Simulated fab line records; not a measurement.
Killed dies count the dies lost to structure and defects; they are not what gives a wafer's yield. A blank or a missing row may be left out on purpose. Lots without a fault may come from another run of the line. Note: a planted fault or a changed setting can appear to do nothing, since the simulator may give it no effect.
fab line records || flow n5_finfet
record: {"lots": 7, "wafers": 39}
route steps=1938 shown PASSIVATION@1916
start_h: the number of hours between the record's first day and the start of the first shown wafer of the lot || wait_h: hours from the lot's prior step to this one || " same as the row above || L1.1+2: one row covering several wafers at once || - no value, or no start was given || * or withheld: withheld || < > ~ a bound
route shown NAME@n: names a module that has steps shown in the file, with the first one's number in the route || usual: mean/standard deviation taken from wafers without a fault || same: alike in all rows || chamber/n: place in a boat || sites: each site's reading || _std_site: the values' standard deviation || _edge_site: outer sites' mean less inner sites' || radius_mm: how far each site lies from the wafer's centre || mask NAME#n: copy n || behind: the most recent tool/chamber to have shaped the wafer || hold: cause of the lot's hold/its duration in hours/its outcome || device: the n, p or np transistor that did not switch || end of line: tests run on the same wafers once the route is complete || a step without rows: its recipe alone || killed: not the wafer's yield, but the dies lost to structure and defects at the first sort || map: shows each die of a wafer: x if killed, . if not, _ if none is there
set.NAME: the setting the step ran with; set.NAME@STEP: the setting that earlier step ran with || model.NAME: the simulator's own value behind a step, which no gauge read
lots where settings were altered on purpose, with a table for each step and a row for each wafer
== steps ==
step: N5_PASSIVATION_PECVD_35
recipe: {"material": "SiNx", "target_thk_a": 7000, "temp_c": 400, "precursor": "SiH4/NH3/N2", "pressure_torr": 4.9, "rf_w": 1406, "time_s": 151.3}
{"lot.wafer": "L078.1", "tool": "pecvd-02", "chamber": 2, "start_h": 293.05, "wait_h": 0.1, "set.time_s": 101.9, "model.SiNx_of_PASSIVATION_PECVD_35.thk_nm": 478.2}
{"lot.wafer": "L078.2", "tool": "pecvd-02", "chamber": 0, "start_h": 293.05, "wait_h": 0.1, "set.time_s": 151.3, "model.SiNx_of_PASSIVATION_PECVD_35.thk_nm": 700.6}
{"lot.wafer": "L078.3", "tool": "pecvd-02", "chamber": 1, "start_h": 293.05, "wait_h": 0.1, "set.time_s": 101.9, "model.SiNx_of_PASSIVATION_PECVD_35.thk_nm": 456.2}
{"lot.wafer": "L078.4", "tool": "pecvd-02", "chamber": 1, "start_h": 293.05, "wait_h": 0.1, "set.time_s": 151.3, "model.SiNx_of_PASSIVATION_PECVD_35.thk_nm": 697.6}
{"lot.wafer": "L078.5", "tool": "pecvd-02", "chamber": 2, "start_h": 293.05, "wait_h": 0.1, "set.time_s": 101.9, "model.SiNx_of_PASSIVATION_PECVD_35.thk_nm": 485.4}
{"lot.wafer": "L078.6", "tool": "pecvd-02", "chamber": 0, "start_h": 293.05, "wait_h": 0.1, "set.time_s": 151.3, "model.SiNx_of_PASSIVATION_PECVD_35.thk_nm": 705.8}
{"lot.wafer": "L081.1", "tool": "pecvd-01", "chamber": 0, "start_h": 327.15, "wait_h": 0.1, "set.time_s": 151.3, "model.SiNx_of_PASSIVATION_PECVD_35.thk_nm": 689.6}
{"lot.wafer": "L081.2", "tool": "pecvd-01", "chamber": 1, "start_h": 327.15, "wait_h": 0.1, "set.time_s": 210.3, "model.SiNx_of_PASSIVATION_PECVD_35.thk_nm": 966.4}
{"lot.wafer": "L081.3", "tool": "pecvd-01", "chamber": 2, "start_h": 327.15, "wait_h": 0.1, "set.time_s": 210.3, "model.SiNx_of_PASSIVATION_PECVD_35.thk_nm": 975.2}
{"lot.wafer": "L081.4", "tool": "pecvd-01", "chamber": 1, "start_h": 327.15, "wait_h": 0.1, "set.time_s": 151.3, "model.SiNx_of_PASSIVATION_PECVD_35.thk_nm": 720}
{"lot.wafer": "L081.5", "tool": "pecvd-01", "chamber": 2, "start_h": 327.15, "wait_h": 0.1, "set.time_s": 151.3, "model.SiNx_of_PASSIVATION_PECVD_35.thk_nm": 701}
{"lot.wafer": "L081.6", "tool": "pecvd-01", "chamber": 0, "start_h": 327.15, "wait_h": 0.1, "set.time_s": 210.3, "model.SiNx_of_PASSIVATION_PECVD_35.thk_nm": 977.2}
{"lot.wafer": "L082.1", "tool": "pecvd-03", "chamber": 2, "start_h": 345.32, "wait_h": 0.1, "set.time_s": 151.3, "model.SiNx_of_PASSIVATION_PECVD_35.thk_nm": 691}
{"lot.wafer": "L082.2", "tool": "pecvd-03", "chamber": 1, "start_h": 345.32, "wait_h": 0.1, "set.time_s": 180.2, "model.SiNx_of_PASSIVATION_PECVD_35.thk_nm": 834.8}
{"lot.wafer": "L082.3", "tool": "pecvd-03", "chamber": 0, "start_h": 345.32, "wait_h": 0.1, "set.time_s": 180.2, "model.SiNx_of_PASSIVATION_PECVD_35.thk_nm": 843.8}
{"lot.wafer": "L082.4", "tool": "pecvd-03", "chamber": 0, "start_h": 345.32, "wait_h": 0.1, "set.time_s": 151.3, "model.SiNx_of_PASSIVATION_PECVD_35.thk_nm": 717}
{"lot.wafer": "L082.5", "tool": "pecvd-03", "chamber": 1, "start_h": 345.32, "wait_h": 0.1, "set.time_s": 151.3, "model.SiNx_of_PASSIVATION_PECVD_35.thk_nm": 708.6}
{"lot.wafer": "L082.6", "tool": "pecvd-03", "chamber": 2, "start_h": 345.32, "wait_h": 0.1, "set.time_s": 180.2, "model.SiNx_of_PASSIVATION_PECVD_35.thk_nm": 838.2}
{"lot.wafer": "L084.3", "tool": "pecvd-02", "chamber": 1, "start_h": 346.79, "wait_h": 0.1, "set.time_s": 151.3, "model.SiNx_of_PASSIVATION_PECVD_35.thk_nm": 676.6}
{"lot.wafer": "L084.5", "tool": "pecvd-02", "chamber": 0, "start_h": 346.79, "wait_h": 0.1, "set.time_s": 151.3, "model.SiNx_of_PASSIVATION_PECVD_35.thk_nm": 694.4}
{"lot.wafer": "L084.6", "tool": "pecvd-02", "chamber": 2, "start_h": 346.79, "wait_h": 0.1, "set.time_s": 151.3, "model.SiNx_of_PASSIVATION_PECVD_35.thk_nm": 698.2}
{"lot.wafer": "L087.1", "tool": "pecvd-03", "chamber": 2, "start_h": 384.72, "wait_h": 0.1, "set.time_s": 151.3, "model.SiNx_of_PASSIVATION_PECVD_35.thk_nm": 687.2}
{"lot.wafer": "L087.2+5", "tool": "pecvd-03", "chamber": "1,2", "start_h": 384.72, "wait_h": 0.1, "set.time_s": 151.3, "model.SiNx_of_PASSIVATION_PECVD_35.thk_nm": 693.4}
{"lot.wafer": "L087.3", "tool": "pecvd-03", "chamber": 0, "start_h": 384.72, "wait_h": 0.1, "set.time_s": 151.3, "model.SiNx_of_PASSIVATION_PECVD_35.thk_nm": 690}
{"lot.wafer": "L087.4", "tool": "pecvd-03", "chamber": 1, "start_h": 384.72, "wait_h": 0.1, "set.time_s": 151.3, "model.SiNx_of_PASSIVATION_PECVD_35.thk_nm": 696.8}
{"lot.wafer": "L087.6", "tool": "pecvd-03", "chamber": 0, "start_h": 384.72, "wait_h": 0.1, "set.time_s": 151.3, "model.SiNx_of_PASSIVATION_PECVD_35.thk_nm": 704.8}
{"lot.wafer": "L096.1", "tool": "pecvd-03", "chamber": 0, "start_h": 420.61, "wait_h": 0.1, "set.time_s": 151.3, "model.SiNx_of_PASSIVATION_PECVD_35.thk_nm": 685.2}
{"lot.wafer": "L096.2", "tool": "pecvd-03", "chamber": 1, "start_h": 420.61, "wait_h": 0.1, "set.time_s": 151.3, "model.SiNx_of_PASSIVATION_PECVD_35.thk_nm": 684.8}
{"lot.wafer": "L096.3", "tool": "pecvd-03", "chamber": 2, "start_h": 420.61, "wait_h": 0.1, "set.time_s": 151.3, "model.SiNx_of_PASSIVATION_PECVD_35.thk_nm": 691.6}
{"lot.wafer": "L096.4", "tool": "pecvd-03", "chamber": 1, "start_h": 420.61, "wait_h": 0.1, "set.time_s": 151.3, "model.SiNx_of_PASSIVATION_PECVD_35.thk_nm": 700}
{"lot.wafer": "L096.5", "tool": "pecvd-03", "chamber": 0, "start_h": 420.61, "wait_h": 0.1, "set.time_s": 151.3, "model.SiNx_of_PASSIVATION_PECVD_35.thk_nm": 701.2}
{"lot.wafer": "L096.6", "tool": "pecvd-03", "chamber": 2, "start_h": 420.61, "wait_h": 0.1, "set.time_s": 151.3, "model.SiNx_of_PASSIVATION_PECVD_35.thk_nm": 697.2}
{"lot.wafer": "L095.1", "tool": "pecvd-03", "chamber": 1, "start_h": 431.80, "wait_h": 0.1, "set.time_s": 151.3, "model.SiNx_of_PASSIVATION_PECVD_35.thk_nm": 699}
{"lot.wafer": "L095.2", "tool": "pecvd-03", "chamber": 0, "start_h": 431.80, "wait_h": 0.1, "set.time_s": 151.3, "model.SiNx_of_PASSIVATION_PECVD_35.thk_nm": 706.4}
{"lot.wafer": "L095.3", "tool": "pecvd-03", "chamber": 2, "start_h": 431.80, "wait_h": 0.1, "set.time_s": 78.88, "model.SiNx_of_PASSIVATION_PECVD_35.thk_nm": 372.6}
{"lot.wafer": "L095.4", "tool": "pecvd-03", "chamber": 2, "start_h": 431.80, "wait_h": 0.1, "set.time_s": 78.88, "model.SiNx_of_PASSIVATION_PECVD_35.thk_nm": 374.2}
{"lot.wafer": "L095.5", "tool": "pecvd-03", "chamber": 0, "start_h": 431.80, "wait_h": 0.1, "set.time_s": 151.3, "model.SiNx_of_PASSIVATION_PECVD_35.thk_nm": 716.6}
{"lot.wafer": "L095.6", "tool": "pecvd-03", "chamber": 1, "start_h": 431.80, "wait_h": 0.1, "set.time_s": 78.88, "model.SiNx_of_PASSIVATION_PECVD_35.thk_nm": 376.8}
== key ==
split: {"step": "N5_PASSIVATION_PECVD_35", "setting": "time_s", "stated": 151.3, "by": "wafer"}
response: {"step": "N5_PASSIVATION_PECVD_35", "reading": "model.SiNx_of_PASSIVATION_PECVD_35.thk_nm", "change": "+6.95", "per": "1%", "r": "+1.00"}
